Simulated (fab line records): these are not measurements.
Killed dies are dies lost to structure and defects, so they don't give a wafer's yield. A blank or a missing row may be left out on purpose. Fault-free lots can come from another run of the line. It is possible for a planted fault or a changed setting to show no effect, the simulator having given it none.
fab line records / flow nandHarc
[record] lots = 12 wafers = 36 lastDay = 33
route steps=1302 shown P_GATE@132
lots with no fault: from the same line, run without faults
startH: hours from the record's opening day to when the first of the lot's shown wafers began / waitH: hours since the lot's step before / " identical to the entry in the row above / L1.1+2: several wafers, shown together as one row / - value missing, or start not given / * or withheld: withheld / < > ~ a bound
route shown NAME@n: NAME is a module with steps in the file, n the number in the route of the first one / usual: mean and standard deviation over wafers with no fault / same: alike in all rows / chamber/n: place in a boat / sites: per-site readings / _std_site: their standard deviation / _edge_site: mean of outer sites minus mean of inner sites / radiusMm: how far each site lies from the wafer's centre / mask NAME#n: copy n / behind: the most recent tool/chamber to have shaped the wafer / hold: what put the lot on hold/how long, in hours/how the hold closed / device: the n, p or np transistor that did not switch / end of line: tests of these same wafers at the route's end / step lacking rows: just its recipe / killed: at the first sort, the dies lost to defects and structure; wafer yield is something else / map: shows each die of a wafer: x if killed, . if not, _ if none is there
set.NAME: setting as actually run; set.NAME@STEP: the setting as run at that earlier step / model.NAME: the simulator's own value behind a step, which no gauge read
steps of the route over a sample of lots; a table a step, a row a wafer
services: when a tool's chamber went out of use (startH, in hours from the record's first day, below 0 if earlier), for how many hours, and the reason
[[steps]]
[step NHARC_P_GATE_DEP_103]
[recipe] targetThkA = 300 targetThkNm = 30 tempC = 400 flowSccm = 200 rfW = 350 material = SiON
[usual] heaterPowerOuterW = 465/63 heaterPowerW = 747/87 susceptorTempC = 399.98/0.24
lot.wafer=L166.3 tool=pecvd-04 chamber=1 startH=101.53 waitH=0.3 heaterPowerOuterW=291 heaterPowerW=560 susceptorTempC=400.16
lot.wafer=L166.4 tool=pecvd-04 chamber=1 startH=101.53 waitH=0.3 heaterPowerOuterW=295 heaterPowerW=534 susceptorTempC=400.34
lot.wafer=L166.6 tool=pecvd-04 chamber=2 startH=101.53 waitH=0.3 heaterPowerOuterW=524 heaterPowerW=882 susceptorTempC=399.92
lot.wafer=L165.3 tool=pecvd-04 chamber=2 startH=101.94 waitH=0.3 heaterPowerOuterW=504 heaterPowerW=836 susceptorTempC=400.19
lot.wafer=L165.4 tool=pecvd-04 chamber=2 startH=101.94 waitH=0.3 heaterPowerOuterW=517 heaterPowerW=840 susceptorTempC=399.92
lot.wafer=L165.5 tool=pecvd-04 chamber=0 startH=101.94 waitH=0.3 heaterPowerOuterW=372 heaterPowerW=614 susceptorTempC=400.09
lot.wafer=L168.3 tool=pecvd-02 chamber=1 startH=129.69 waitH=0.3 heaterPowerOuterW=494 heaterPowerW=696 susceptorTempC=400.15
lot.wafer=L168.2 tool=pecvd-02 chamber=0 startH=129.69 waitH=0.3 heaterPowerOuterW=496 heaterPowerW=760 susceptorTempC=400.08
lot.wafer=L168.4 tool=pecvd-02 chamber=1 startH=129.69 waitH=0.3 heaterPowerOuterW=497 heaterPowerW=709 susceptorTempC=400.37
lot.wafer=L169.1 tool=pecvd-02 chamber=2 startH=139.44 waitH=0.6 heaterPowerOuterW=544 heaterPowerW=832 susceptorTempC=400.41
lot.wafer=L169.3 tool=pecvd-02 chamber=0 startH=139.44 waitH=0.6 heaterPowerOuterW=531 heaterPowerW=808 susceptorTempC=400.09
lot.wafer=L169.6 tool=pecvd-02 chamber=1 startH=139.44 waitH=0.6 heaterPowerOuterW=422 heaterPowerW=617 susceptorTempC=399.78
lot.wafer=L170.1 tool=pecvd-01 chamber=1 startH=149.12 waitH=0.6 heaterPowerOuterW=399 heaterPowerW=644 susceptorTempC=399.84
lot.wafer=L170.3 tool=pecvd-01 chamber=2 startH=149.12 waitH=0.6 heaterPowerOuterW=484 heaterPowerW=734 susceptorTempC=400.00
lot.wafer=L170.4 tool=pecvd-01 chamber=1 startH=149.12 waitH=0.6 heaterPowerOuterW=396 heaterPowerW=652 susceptorTempC=400.14
lot.wafer=L171.1 tool=pecvd-01 chamber=2 startH=162.02 waitH=0.6 heaterPowerOuterW=437 heaterPowerW=674 susceptorTempC=399.87
lot.wafer=L171.2 tool=pecvd-01 chamber=0 startH=162.02 waitH=0.6 heaterPowerOuterW=385 heaterPowerW=740 susceptorTempC=399.87
lot.wafer=L171.4 tool=pecvd-01 chamber=1 startH=162.02 waitH=0.6 heaterPowerOuterW=457 heaterPowerW=769 susceptorTempC=400.01
lot.wafer=L172.2 tool=pecvd-02 chamber=1 startH=171.05 waitH=0.5 heaterPowerOuterW=429 heaterPowerW=613 susceptorTempC=400.22
lot.wafer=L172.3 tool=pecvd-02 chamber=0 startH=171.05 waitH=0.5 heaterPowerOuterW=483 heaterPowerW=755 susceptorTempC=399.78
lot.wafer=L172.6 tool=pecvd-02 chamber=0 startH=171.05 waitH=0.5 heaterPowerOuterW=471 heaterPowerW=730 susceptorTempC=399.88
lot.wafer=L180.6 tool=pecvd-01 chamber=0 startH=247.84 waitH=0.1 heaterPowerOuterW=469 heaterPowerW=845 susceptorTempC=400.06
lot.wafer=L180.4 tool=pecvd-01 chamber=1 startH=247.84 waitH=0.1 heaterPowerOuterW=470 heaterPowerW=740 susceptorTempC=399.96
lot.wafer=L180.5 tool=pecvd-01 chamber=2 startH=247.84 waitH=0.1 heaterPowerOuterW=491 heaterPowerW=780 susceptorTempC=399.81
lot.wafer=L183.2 tool=pecvd-02 chamber=2 startH=276.48 waitH=0.5 heaterPowerOuterW=556 heaterPowerW=853 susceptorTempC=399.67
lot.wafer=L183.5 tool=pecvd-02 chamber=0 startH=276.48 waitH=0.5 heaterPowerOuterW=519 heaterPowerW=788 susceptorTempC=400.30
lot.wafer=L183.6 tool=pecvd-02 chamber=1 startH=276.48 waitH=0.5 heaterPowerOuterW=521 heaterPowerW=747 susceptorTempC=400.25
lot.wafer=L184.1 tool=pecvd-02 chamber=1 startH=286.93 waitH=0.6 heaterPowerOuterW=502 heaterPowerW=723 susceptorTempC=399.64
lot.wafer=L184.2 tool=pecvd-02 chamber=2 startH=286.93 waitH=0.6 heaterPowerOuterW=568 heaterPowerW=850 susceptorTempC=399.86
lot.wafer=L184.5 tool=pecvd-02 chamber=0 startH=286.93 waitH=0.6 heaterPowerOuterW=518 heaterPowerW=761 susceptorTempC=399.79
lot.wafer=L185.2 tool=pecvd-01 chamber=1 startH=304.33 waitH=0.5 heaterPowerOuterW=452 heaterPowerW=744 susceptorTempC=399.87
lot.wafer=L185.6 tool=pecvd-01 chamber=1 startH=304.33 waitH=0.5 heaterPowerOuterW=461 heaterPowerW=756 susceptorTempC=400.12
lot.wafer=L185.5 tool=pecvd-01 chamber=2 startH=304.33 waitH=0.5 heaterPowerOuterW=497 heaterPowerW=764 susceptorTempC=399.92
lot.wafer=L188.3 tool=pecvd-02 chamber=1 startH=322.88 waitH=0.4 heaterPowerOuterW=438 heaterPowerW=628 susceptorTempC=399.55
lot.wafer=L188.5 tool=pecvd-02 chamber=0 startH=322.88 waitH=0.4 heaterPowerOuterW=487 heaterPowerW=762 susceptorTempC=399.95
lot.wafer=L188.4 tool=pecvd-02 chamber=1 startH=322.88 waitH=0.4 heaterPowerOuterW=424 heaterPowerW=618 susceptorTempC=399.74
[step NHARC_P_GATE_STRIP_111]
[recipe] powerW = 1500 tempC = 110 timeS = 250 chemistry = N2/H2
[usual] drypumpMotorCurrentA = 5.6/0.68 heaterPowerW = 81/6.3 tempC = 110.00/0.13
lot.wafer=L166.4 tool=plasmaAsher-02 chamber=1 startH=114.97 waitH=0.3 drypumpMotorCurrentA=6.3 heaterPowerW=74 rfHoursCounterH=- tempC=109.80
lot.wafer=L166.3 tool=plasmaAsher-02 chamber=0 startH=114.97 waitH=0.3 drypumpMotorCurrentA=6.2 heaterPowerW=81 rfHoursCounterH=- tempC=110.11
lot.wafer=L166.6 tool=plasmaAsher-02 chamber=1 startH=114.97 waitH=0.3 drypumpMotorCurrentA=6.3 heaterPowerW=77 rfHoursCounterH=- tempC=110.01
lot.wafer=L165.3 tool=plasmaAsher-02 chamber=1 startH=115.34 waitH=0.4 drypumpMotorCurrentA=6.3 heaterPowerW=78 rfHoursCounterH=- tempC=110.12
lot.wafer=L165.4 tool=plasmaAsher-02 chamber=0 startH=115.34 waitH=0.4 drypumpMotorCurrentA=6.2 heaterPowerW=81 rfHoursCounterH=- tempC=110.09
lot.wafer=L165.5 tool=plasmaAsher-02 chamber=1 startH=115.34 waitH=0.4 drypumpMotorCurrentA=6.3 heaterPowerW=76 rfHoursCounterH=- tempC=110.04
lot.wafer=L168.2 tool=plasmaAsher-01 chamber=1 startH=142.70 waitH=0.2 drypumpMotorCurrentA=4.7 heaterPowerW=92 rfHoursCounterH=29 tempC=109.75
lot.wafer=L168.3 tool=plasmaAsher-01 chamber=0 startH=142.70 waitH=0.2 drypumpMotorCurrentA=5.3 heaterPowerW=75 rfHoursCounterH=- tempC=110.14
lot.wafer=L168.4 tool=plasmaAsher-01 chamber=1 startH=142.70 waitH=0.2 drypumpMotorCurrentA=4.7 heaterPowerW=93 rfHoursCounterH=- tempC=109.81
lot.wafer=L169.1 tool=plasmaAsher-01 chamber=1 startH=152.27 waitH=0.2 drypumpMotorCurrentA=4.7 heaterPowerW=92 rfHoursCounterH=32 tempC=109.98
lot.wafer=L169.3 tool=plasmaAsher-01 chamber=1 startH=152.27 waitH=0.2 drypumpMotorCurrentA=4.7 heaterPowerW=92 rfHoursCounterH=- tempC=109.95
lot.wafer=L169.6 tool=plasmaAsher-01 chamber=1 startH=152.27 waitH=0.2 drypumpMotorCurrentA=4.7 heaterPowerW=91 rfHoursCounterH=- tempC=110.01
lot.wafer=L170.1 tool=plasmaAsher-02 chamber=0 startH=162.33 waitH=0.3 drypumpMotorCurrentA=6.2 heaterPowerW=83 rfHoursCounterH=15 tempC=109.87
lot.wafer=L170.3 tool=plasmaAsher-02 chamber=1 startH=162.33 waitH=0.3 drypumpMotorCurrentA=6.4 heaterPowerW=74 rfHoursCounterH=- tempC=109.97
lot.wafer=L170.4 tool=plasmaAsher-02 chamber=0 startH=162.33 waitH=0.3 drypumpMotorCurrentA=6.2 heaterPowerW=80 rfHoursCounterH=- tempC=110.15
lot.wafer=L171.2 tool=plasmaAsher-02 chamber=0 startH=175.36 waitH=0.2 drypumpMotorCurrentA=6.3 heaterPowerW=81 rfHoursCounterH=21 tempC=110.13
lot.wafer=L171.1 tool=plasmaAsher-02 chamber=1 startH=175.36 waitH=0.2 drypumpMotorCurrentA=6.3 heaterPowerW=76 rfHoursCounterH=21 tempC=110.04
lot.wafer=L171.4 tool=plasmaAsher-02 chamber=1 startH=175.36 waitH=0.2 drypumpMotorCurrentA=6.3 heaterPowerW=77 rfHoursCounterH=- tempC=109.93
lot.wafer=L172.2 tool=plasmaAsher-01 chamber=1 startH=184.21 waitH=0.2 drypumpMotorCurrentA=4.7 heaterPowerW=91 rfHoursCounterH=2 tempC=110.00
lot.wafer=L172.3 tool=plasmaAsher-01 chamber=1 startH=184.21 waitH=0.2 drypumpMotorCurrentA=4.7 heaterPowerW=90 rfHoursCounterH=- tempC=109.99
lot.wafer=L172.6 tool=plasmaAsher-01 chamber=1 startH=184.21 waitH=0.2 drypumpMotorCurrentA=4.7 heaterPowerW=87 rfHoursCounterH=- tempC=109.96
lot.wafer=L180.4 tool=plasmaAsher-02 chamber=0 startH=261.06 waitH=0.3 drypumpMotorCurrentA=6.3 heaterPowerW=85 rfHoursCounterH=- tempC=109.88
lot.wafer=L180.6 tool=plasmaAsher-02 chamber=1 startH=261.06 waitH=0.3 drypumpMotorCurrentA=6.4 heaterPowerW=79 rfHoursCounterH=- tempC=110.04
lot.wafer=L180.5 tool=plasmaAsher-02 chamber=0 startH=261.06 waitH=0.3 drypumpMotorCurrentA=6.2 heaterPowerW=86 rfHoursCounterH=- tempC=110.09
lot.wafer=L183.2 tool=plasmaAsher-01 chamber=0 startH=289.77 waitH=0.2 drypumpMotorCurrentA=5.3 heaterPowerW=75 rfHoursCounterH=22 tempC=110.21
lot.wafer=L183.5 tool=plasmaAsher-01 chamber=1 startH=289.77 waitH=0.2 drypumpMotorCurrentA=4.7 heaterPowerW=88 rfHoursCounterH=- tempC=109.94
lot.wafer=L183.6 tool=plasmaAsher-01 chamber=0 startH=289.77 waitH=0.2 drypumpMotorCurrentA=5.3 heaterPowerW=75 rfHoursCounterH=- tempC=110.02
lot.wafer=L184.2 tool=plasmaAsher-01 chamber=1 startH=302.30 waitH=0.2 drypumpMotorCurrentA=4.7 heaterPowerW=89 rfHoursCounterH=25 tempC=110.11
lot.wafer=L184.1 tool=plasmaAsher-01 chamber=0 startH=302.30 waitH=0.2 drypumpMotorCurrentA=5.3 heaterPowerW=76 rfHoursCounterH=25 tempC=110.28
lot.wafer=L184.5 tool=plasmaAsher-01 chamber=0 startH=302.30 waitH=0.2 drypumpMotorCurrentA=5.3 heaterPowerW=73 rfHoursCounterH=- tempC=110.42
lot.wafer=L185.2 tool=plasmaAsher-01 chamber=1 startH=317.55 waitH=0.2 drypumpMotorCurrentA=4.7 heaterPowerW=89 rfHoursCounterH=26 tempC=109.90
lot.wafer=L185.5 tool=plasmaAsher-01 chamber=1 startH=317.55 waitH=0.2 drypumpMotorCurrentA=4.7 heaterPowerW=89 rfHoursCounterH=- tempC=109.90
lot.wafer=L185.6 tool=plasmaAsher-01 chamber=0 startH=317.55 waitH=0.2 drypumpMotorCurrentA=5.3 heaterPowerW=78 rfHoursCounterH=- tempC=109.91
lot.wafer=L188.4 tool=plasmaAsher-01 chamber=0 startH=336.12 waitH=0.2 drypumpMotorCurrentA=5.3 heaterPowerW=76 rfHoursCounterH=- tempC=110.05
lot.wafer=L188.3 tool=plasmaAsher-01 chamber=1 startH=336.12 waitH=0.2 drypumpMotorCurrentA=4.7 heaterPowerW=89 rfHoursCounterH=- tempC=110.10
lot.wafer=L188.5 tool=plasmaAsher-01 chamber=1 startH=336.12 waitH=0.2 drypumpMotorCurrentA=4.7 heaterPowerW=89 rfHoursCounterH=- tempC=110.23
[step NHARC_P_GATE_EXPOSE_56]
[recipe] na = 0.6 targetCdNm = 720 doseMj = 14.81 maskId = P_PSD
[usual] focusOffsetNm = -0.1/0.54
lot.wafer=L166.3 tool=krfScanner-03 chamber=0 startH=115.95 waitH=- mask=P_PSD#0 focusOffsetNm=-0.4
lot.wafer=L166.4 tool=krfScanner-03 chamber=0 startH=115.95 waitH=- mask=P_PSD#0 focusOffsetNm=-0.4
lot.wafer=L166.6 tool=krfScanner-03 chamber=0 startH=115.95 waitH=- mask=P_PSD#0 focusOffsetNm=-0.9
lot.wafer=L165.3 tool=krfScanner-02 chamber=0 startH=116.32 waitH=- mask=P_PSD#0 focusOffsetNm=-0.2
lot.wafer=L165.4 tool=krfScanner-02 chamber=0 startH=116.32 waitH=- mask=P_PSD#0 focusOffsetNm=-0.1
lot.wafer=L165.5 tool=krfScanner-02 chamber=0 startH=116.32 waitH=- mask=P_PSD#0 focusOffsetNm=-0.2
lot.wafer=L168.2 tool=krfScanner-02 chamber=0 startH=143.73 waitH=- mask=P_PSD#0 focusOffsetNm=-0.6
lot.wafer=L168.3 tool=krfScanner-02 chamber=0 startH=143.73 waitH=- mask=P_PSD#0 focusOffsetNm=-0.3
lot.wafer=L168.4 tool=krfScanner-02 chamber=0 startH=143.73 waitH=- mask=P_PSD#0 focusOffsetNm=0.0
lot.wafer=L169.1 tool=krfScanner-02 chamber=0 startH=153.16 waitH=- mask=P_PSD#0 focusOffsetNm=-0.4
lot.wafer=L169.3 tool=krfScanner-02 chamber=0 startH=153.16 waitH=- mask=P_PSD#0 focusOffsetNm=-0.1
lot.wafer=L169.6 tool=krfScanner-02 chamber=0 startH=153.16 waitH=- mask=P_PSD#0 focusOffsetNm=0.0
lot.wafer=L170.1 tool=krfScanner-03 chamber=0 startH=163.35 waitH=- mask=P_PSD_R1#0 focusOffsetNm=-1.1
lot.wafer=L170.3 tool=krfScanner-03 chamber=0 startH=163.35 waitH=- mask=P_PSD_R1#0 focusOffsetNm=-0.7
lot.wafer=L170.4 tool=krfScanner-03 chamber=0 startH=163.35 waitH=- mask=P_PSD_R1#0 focusOffsetNm=-0.6
lot.wafer=L171.1 tool=krfScanner-02 chamber=0 startH=176.43 waitH=- mask=P_PSD#0 focusOffsetNm=0.4
lot.wafer=L171.2 tool=krfScanner-02 chamber=0 startH=176.43 waitH=- mask=P_PSD#0 focusOffsetNm=-0.2
lot.wafer=L171.4 tool=krfScanner-02 chamber=0 startH=176.43 waitH=- mask=P_PSD#0 focusOffsetNm=-0.2
lot.wafer=L172.2 tool=krfScanner-02 chamber=0 startH=185.17 waitH=- mask=P_PSD#0 focusOffsetNm=-1.6
lot.wafer=L172.3 tool=krfScanner-02 chamber=0 startH=185.17 waitH=- mask=P_PSD#0 focusOffsetNm=-0.8
lot.wafer=L172.6 tool=krfScanner-02 chamber=0 startH=185.17 waitH=- mask=P_PSD#0 focusOffsetNm=-0.6
lot.wafer=L180.4 tool=krfScanner-01 chamber=0 startH=261.99 waitH=- mask=P_PSD#0 focusOffsetNm=0.5
lot.wafer=L180.5 tool=krfScanner-01 chamber=0 startH=261.99 waitH=- mask=P_PSD#0 focusOffsetNm=-0.6
lot.wafer=L180.6 tool=krfScanner-01 chamber=0 startH=261.99 waitH=- mask=P_PSD#0 focusOffsetNm=0.4
lot.wafer=L183.2 tool=krfScanner-02 chamber=0 startH=290.80 waitH=- mask=P_PSD#0 focusOffsetNm=0.0
lot.wafer=L183.5 tool=krfScanner-02 chamber=0 startH=290.80 waitH=- mask=P_PSD#0 focusOffsetNm=0.3
lot.wafer=L183.6 tool=krfScanner-02 chamber=0 startH=290.80 waitH=- mask=P_PSD#0 focusOffsetNm=0.1
lot.wafer=L184.1 tool=krfScanner-03 chamber=0 startH=303.36 waitH=- mask=P_PSD#0 focusOffsetNm=-0.1
lot.wafer=L184.2 tool=krfScanner-03 chamber=0 startH=303.36 waitH=- mask=P_PSD#0 focusOffsetNm=-0.5
lot.wafer=L184.5 tool=krfScanner-03 chamber=0 startH=303.36 waitH=- mask=P_PSD#0 focusOffsetNm=-0.6
lot.wafer=L185.2 tool=krfScanner-03 chamber=0 startH=318.62 waitH=- mask=P_PSD#0 focusOffsetNm=0.5
lot.wafer=L185.5 tool=krfScanner-03 chamber=0 startH=318.62 waitH=- mask=P_PSD#0 focusOffsetNm=0.4
lot.wafer=L185.6 tool=krfScanner-03 chamber=0 startH=318.62 waitH=- mask=P_PSD#0 focusOffsetNm=-0.1
lot.wafer=L188.3 tool=krfScanner-02 chamber=0 startH=336.98 waitH=- mask=P_PSD#0 focusOffsetNm=-0.7
lot.wafer=L188.4 tool=krfScanner-02 chamber=0 startH=336.98 waitH=- mask=P_PSD#0 focusOffsetNm=0.0
lot.wafer=L188.5 tool=krfScanner-02 chamber=0 startH=336.98 waitH=- mask=P_PSD#0 focusOffsetNm=-0.9
[step NHARC_P_GATE_CD_MEAS_59]
[recipe] targetCdNm = 720 landingEnergyEv = 500
[usual] cdNm = 719.6/2.5
lot.wafer=L166.3 tool=cdSem-01 chamber=0 startH=116.10 waitH=- cdNm=717.0
lot.wafer=L166.4 tool=cdSem-01 chamber=0 startH=116.10 waitH=- cdNm=719.8
lot.wafer=L166.6 tool=cdSem-01 chamber=0 startH=116.10 waitH=- cdNm=720.5
lot.wafer=L165.3 tool=cdSem-02 chamber=0 startH=116.47 waitH=- cdNm=723.2
lot.wafer=L165.4 tool=cdSem-02 chamber=0 startH=116.47 waitH=- cdNm=720.3
lot.wafer=L165.5 tool=cdSem-02 chamber=0 startH=116.47 waitH=- cdNm=721.9
lot.wafer=L168.2 tool=cdSem-01 chamber=0 startH=143.88 waitH=- cdNm=719.5
lot.wafer=L168.3 tool=cdSem-01 chamber=0 startH=143.88 waitH=- cdNm=722.0
lot.wafer=L168.4 tool=cdSem-01 chamber=0 startH=143.88 waitH=- cdNm=720.0
lot.wafer=L169.1 tool=cdSem-03 chamber=0 startH=153.32 waitH=- cdNm=719.8
lot.wafer=L169.3 tool=cdSem-03 chamber=0 startH=153.32 waitH=- cdNm=716.1
lot.wafer=L169.6 tool=cdSem-03 chamber=0 startH=153.32 waitH=- cdNm=719.3
lot.wafer=L170.1 tool=cdSem-02 chamber=0 startH=163.50 waitH=- cdNm=737.6
lot.wafer=L170.3 tool=cdSem-02 chamber=0 startH=163.50 waitH=- cdNm=736.6
lot.wafer=L170.4 tool=cdSem-02 chamber=0 startH=163.50 waitH=- cdNm=738.4
lot.wafer=L171.1 tool=cdSem-03 chamber=0 startH=176.59 waitH=- cdNm=718.1
lot.wafer=L171.2 tool=cdSem-03 chamber=0 startH=176.59 waitH=- cdNm=715.9
lot.wafer=L171.4 tool=cdSem-03 chamber=0 startH=176.59 waitH=- cdNm=718.6
lot.wafer=L172.2 tool=cdSem-03 chamber=0 startH=185.32 waitH=- cdNm=723.5
lot.wafer=L172.3 tool=cdSem-03 chamber=0 startH=185.32 waitH=- cdNm=713.6
lot.wafer=L172.6 tool=cdSem-03 chamber=0 startH=185.32 waitH=- cdNm=720.3
lot.wafer=L180.4 tool=cdSem-02 chamber=0 startH=262.14 waitH=- cdNm=717.4
lot.wafer=L180.5 tool=cdSem-02 chamber=0 startH=262.14 waitH=- cdNm=718.8
lot.wafer=L180.6 tool=cdSem-02 chamber=0 startH=262.14 waitH=- cdNm=719.9
lot.wafer=L183.2 tool=cdSem-03 chamber=0 startH=290.95 waitH=- cdNm=721.3
lot.wafer=L183.5 tool=cdSem-03 chamber=0 startH=290.95 waitH=- cdNm=717.9
lot.wafer=L183.6 tool=cdSem-03 chamber=0 startH=290.95 waitH=- cdNm=720.6
lot.wafer=L184.1 tool=cdSem-01 chamber=0 startH=303.52 waitH=- cdNm=719.2
lot.wafer=L184.2 tool=cdSem-01 chamber=0 startH=303.52 waitH=- cdNm=723.3
lot.wafer=L184.5 tool=cdSem-01 chamber=0 startH=303.52 waitH=- cdNm=715.9
lot.wafer=L185.2 tool=cdSem-01 chamber=0 startH=318.78 waitH=- cdNm=719.4
lot.wafer=L185.5 tool=cdSem-01 chamber=0 startH=318.78 waitH=- cdNm=720.5
lot.wafer=L185.6 tool=cdSem-01 chamber=0 startH=318.78 waitH=- cdNm=719.8
lot.wafer=L188.3 tool=cdSem-01 chamber=0 startH=337.13 waitH=- cdNm=722.3
lot.wafer=L188.4 tool=cdSem-01 chamber=0 startH=337.13 waitH=- cdNm=719.3
lot.wafer=L188.5 tool=cdSem-01 chamber=0 startH=337.13 waitH=- cdNm=720.5
[step NHARC_P_GATE_CD_MEAS_91]
[recipe] targetCdNm = 2000 landingEnergyEv = 500
[usual] cdNm = 1999.3/2.7
lot.wafer=L166.3 tool=cdSem-01 chamber=0 startH=117.81 waitH=- cdNm=1998.2
lot.wafer=L166.4 tool=cdSem-01 chamber=0 startH=117.81 waitH=- cdNm=2002.2
lot.wafer=L166.6 tool=cdSem-01 chamber=0 startH=117.81 waitH=- cdNm=1999.2
lot.wafer=L165.3 tool=cdSem-03 chamber=0 startH=118.17 waitH=- cdNm=2002.6
lot.wafer=L165.4 tool=cdSem-03 chamber=0 startH=118.17 waitH=- cdNm=1998.2
lot.wafer=L165.5 tool=cdSem-03 chamber=0 startH=118.17 waitH=- cdNm=1998.0
lot.wafer=L168.2 tool=cdSem-01 chamber=0 startH=145.73 waitH=- cdNm=1996.8
lot.wafer=L168.3 tool=cdSem-01 chamber=0 startH=145.73 waitH=- cdNm=2000.9
lot.wafer=L168.4 tool=cdSem-01 chamber=0 startH=145.73 waitH=- cdNm=1997.1
lot.wafer=L169.1 tool=cdSem-03 chamber=0 startH=155.03 waitH=- cdNm=2000.1
lot.wafer=L169.3 tool=cdSem-03 chamber=0 startH=155.03 waitH=- cdNm=1999.7
lot.wafer=L169.6 tool=cdSem-03 chamber=0 startH=155.03 waitH=- cdNm=2003.2
lot.wafer=L170.1 tool=cdSem-02 chamber=0 startH=165.24 waitH=- cdNm=1999.3
lot.wafer=L170.3 tool=cdSem-02 chamber=0 startH=165.24 waitH=- cdNm=1997.6
lot.wafer=L170.4 tool=cdSem-02 chamber=0 startH=165.24 waitH=- cdNm=2002.1
lot.wafer=L171.1 tool=cdSem-02 chamber=0 startH=178.33 waitH=- cdNm=2001.8
lot.wafer=L171.2 tool=cdSem-02 chamber=0 startH=178.33 waitH=- cdNm=2002.1
lot.wafer=L171.4 tool=cdSem-02 chamber=0 startH=178.33 waitH=- cdNm=2003.5
lot.wafer=L172.2 tool=cdSem-03 chamber=0 startH=186.90 waitH=- cdNm=1999.8
lot.wafer=L172.3 tool=cdSem-03 chamber=0 startH=186.90 waitH=- cdNm=1997.8
lot.wafer=L172.6 tool=cdSem-03 chamber=0 startH=186.90 waitH=- cdNm=2000.3
lot.wafer=L180.4 tool=cdSem-02 chamber=0 startH=263.84 waitH=- cdNm=1996.0
lot.wafer=L180.5 tool=cdSem-02 chamber=0 startH=263.84 waitH=- cdNm=1997.2
lot.wafer=L180.6 tool=cdSem-02 chamber=0 startH=263.84 waitH=- cdNm=1999.1
lot.wafer=L183.2 tool=cdSem-03 chamber=0 startH=292.53 waitH=- cdNm=1999.0
lot.wafer=L183.5 tool=cdSem-03 chamber=0 startH=292.53 waitH=- cdNm=1997.4
lot.wafer=L183.6 tool=cdSem-03 chamber=0 startH=292.53 waitH=- cdNm=2002.2
lot.wafer=L184.1 tool=cdSem-03 chamber=0 startH=305.13 waitH=- cdNm=1993.7
lot.wafer=L184.2 tool=cdSem-03 chamber=0 startH=305.13 waitH=- cdNm=2000.6
lot.wafer=L184.5 tool=cdSem-03 chamber=0 startH=305.13 waitH=- cdNm=1993.8
lot.wafer=L185.2 tool=cdSem-03 chamber=0 startH=320.48 waitH=- cdNm=2000.3
lot.wafer=L185.5 tool=cdSem-03 chamber=0 startH=320.48 waitH=- cdNm=2000.6
lot.wafer=L185.6 tool=cdSem-03 chamber=0 startH=320.48 waitH=- cdNm=1998.4
lot.wafer=L188.3 tool=cdSem-01 chamber=0 startH=338.71 waitH=- cdNm=2002.6
lot.wafer=L188.4 tool=cdSem-01 chamber=0 startH=338.71 waitH=- cdNm=1997.5
lot.wafer=L188.5 tool=cdSem-01 chamber=0 startH=338.71 waitH=- cdNm=2000.8
[[services]]
tool=krfScanner-03 chamber=- startH=82.59 hours=2.0 kind=repair
tool=pecvd-04 chamber=- startH=88.28 hours=13.0 kind=pm
tool=pecvd-01 chamber=- startH=89.72 hours=0.9 kind=repair
tool=krfScanner-02 chamber=- startH=94.00 hours=4.0 kind=pm
tool=plasmaAsher-02 chamber=- startH=96.43 hours=2.5 kind=repair
tool=pecvd-01 chamber=- startH=101.66 hours=2.8 kind=repair
tool=pecvd-04 chamber=- startH=110.81 hours=1.1 kind=repair
tool=plasmaAsher-01 chamber=- startH=114.67 hours=1.2 kind=repair
tool=pecvd-01 chamber=- startH=130.56 hours=13.0 kind=pm
tool=plasmaAsher-01 chamber=- startH=158.53 hours=9.1 kind=repair
tool=krfScanner-02 chamber=- startH=185.57 hours=1.2 kind=repair
tool=plasmaAsher-01 chamber=- startH=199.96 hours=2.1 kind=repair
tool=pecvd-04 chamber=2 startH=203.75 hours=5.1 kind=repair
tool=krfScanner-03 chamber=- startH=224.00 hours=4.0 kind=pm
tool=pecvd-02 chamber=- startH=227.13 hours=13.0 kind=pm
tool=plasmaAsher-02 chamber=- startH=249.87 hours=9.0 kind=pm
tool=pecvd-02 chamber=1 startH=261.84 hours=5.0 kind=repair
tool=pecvd-02 chamber=- startH=264.08 hours=2.6 kind=repair
tool=krfScanner-02 chamber=- startH=266.00 hours=4.0 kind=pm
tool=plasmaAsher-01 chamber=- startH=279.63 hours=2.8 kind=repair
tool=krfScanner-02 chamber=- startH=297.74 hours=0.5 kind=repair
tool=pecvd-01 chamber=- startH=311.56 hours=13.0 kind=pm
tool=plasmaAsher-01 chamber=- startH=315.16 hours=2.2 kind=repair
tool=pecvd-02 chamber=- startH=320.82 hours=1.9 kind=repair
[[key]]
[firstSign] step = NHARC_P_GATE_EXPOSE_56 reading = mask direction = changed
[effect] step = NHARC_P_GATE_CD_MEAS_59 reading = cdNm direction = up sigmas = 7.2 usual = 719.6 struck = 737.5
metAt NHARC_P_GATE_EXPOSE_56
struckLots L170
testerLeftOut L170
notActingAt NHARC_P_GATE_DEP_103,NHARC_P_GATE_STRIP_111,NHARC_P_GATE_CD_MEAS_91
onsetBetween 115.95 163.35
[fault] kind = wrongMask tool = any chamber = - onsetH = 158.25 steps = NHARC_P_GATE_EXPOSE_56 auxCopy = P_PSD_R1#0 cdOffsetNm = 16.676 scope = struckLotsOnly
// testerLeftOut: of these lots the tester's yield and bins aren't shown, on N5 and GAA mostly nor the transistor test; their killed dies are dies lost to structure and defects alone, not to doping, threshold or leakage, so they don't give the yield
